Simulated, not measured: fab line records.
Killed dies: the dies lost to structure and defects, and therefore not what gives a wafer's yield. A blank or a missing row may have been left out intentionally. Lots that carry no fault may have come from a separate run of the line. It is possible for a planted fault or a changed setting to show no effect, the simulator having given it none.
Matching of chambers ; flow nand harc ; 4 sister chambers for NHARC_A_BLC_ALD_23 on ald metal-02
The step deposits TiN, target thk 3 nm, pulse time 1 s, ald cycles 150. 8 wafers are shown with their chamber, then 10 later ones without.

WAFERS WITH THEIR CHAMBER
wafer;chamber;heater power w (W);precursor pulse height rel
L077.3;3;1171;0.982
L080.2;2;1223;1.030
L082.1;3;1114;0.972
L082.2;2;1218;1.007
L085.2;0;1245;1.027
L085.6;1;935;0.994
L087.1;1;964;0.977
L087.3;0;1237;0.996

WAFERS WITH NO CHAMBER GIVEN
wafer;heater power w (W);precursor pulse height rel
L087.6;1223;0.991
L088.2;1236;0.995
L088.3;1115;0.987
L088.5;1194;0.991
L094.1;1186;0.996
L094.4;1210;1.020
L094.5;975;1.018
L096.1;1129;0.986
L096.3;954;1.011
L096.4;1234;0.956

CHAMBER TAKEN BY EACH
wafer;from the rows above;in truth
L087.6;can't be placed: 0 or 2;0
L088.2;can't be placed: 0 or 2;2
L088.3;3;3
L088.5;can't be placed: 2 or 3 or 0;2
L094.1;can't be placed: 2 or 3 or 0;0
L094.4;can't be placed: 2 or 0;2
L094.5;1;1
L096.1;3;3
L096.3;1;1
L096.4;can't be placed: 0 or 2 or 3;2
Correctly placed: 4 of 10. These rows do not allow placing 6 (true chamber among the candidates in 6). Number placed wrongly: 0.
How it was worked out, from the rows above alone: a wafer's distance from a chamber is the root of the sum, over the readings, of the square of ((its reading less the chamber's mean) divided by the reading's scatter). If the next closest chamber is less than 2 further off than the closest, the wafer can't be placed; otherwise it belongs to the closest. Each chamber's mean is taken over the wafers shown for it. The scatter: take each reading less its chamber's mean, square it, sum over the shown wafers, divide by the number of wafers less the number of chambers, and take the root.
